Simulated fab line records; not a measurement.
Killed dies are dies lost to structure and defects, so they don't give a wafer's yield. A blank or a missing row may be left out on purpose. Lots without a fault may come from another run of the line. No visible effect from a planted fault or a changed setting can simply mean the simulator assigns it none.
Matching of chambers + flow n5Finfet + N5_BEOL_M6_ALD_77 on aldMetal-01 has 4 sister chambers
The step deposits TaN, target thk 2 nm, pulse time 2 s, purge time 3 s. 4 wafers are shown with their chamber, then 10 later ones without.

WAFERS PAIRED WITH THEIR CHAMBERS
| wafer  | chamber | heaterPowerW (W) |
|--------|---------|------------------|
| L082.1 | 1       | 425              |
| L084.6 | 3       | 451              |
| L085.2 | 2       | 422              |
| L085.3 | 0       | 362              |

WAFERS WITH NO CHAMBER GIVEN
| wafer  | heaterPowerW (W) |
|--------|------------------|
| L085.6 | 450              |
| L089.2 | 352              |
| L089.3 | 419              |
| L089.4 | 457              |
| L093.1 | 447              |
| L093.2 | 335              |
| L093.4 | 418              |
| L095.2 | 431              |
| L095.3 | 457              |
| L095.4 | 351              |

EACH ONE'S CHAMBER
| wafer  | from the rows above          | in truth |
|--------|------------------------------|----------|
| L085.6 | 3                            | 3        |
| L089.2 | 0                            | 0        |
| L089.3 | can't be placed: 2 or 1      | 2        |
| L089.4 | 3                            | 3        |
| L093.1 | can't be placed: 3 or 1      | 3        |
| L093.2 | 0                            | 0        |
| L093.4 | can't be placed: 2 or 1      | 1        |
| L095.2 | can't be placed: 1 or 2 or 3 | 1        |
| L095.3 | 3                            | 3        |
| L095.4 | 0                            | 0        |
Placed correctly: 6 of 10. Not placeable from these rows: 4 (in 4, the candidates include the true chamber). 0 placed wrongly.
How it was worked out, from the rows above alone: a wafer's distance from a chamber is the root of the sum, over the readings, of the square of ((its reading less the chamber's mean) divided by the reading's scatter). If the next closest chamber is less than 2 further off than the closest, the wafer can't be placed; otherwise it belongs to the closest. For every chamber, the mean is computed from those of its wafers that are shown. The scatter: with one shown wafer a chamber, the root of the mean of the squares of how far each hidden wafer lies from its nearest shown one.
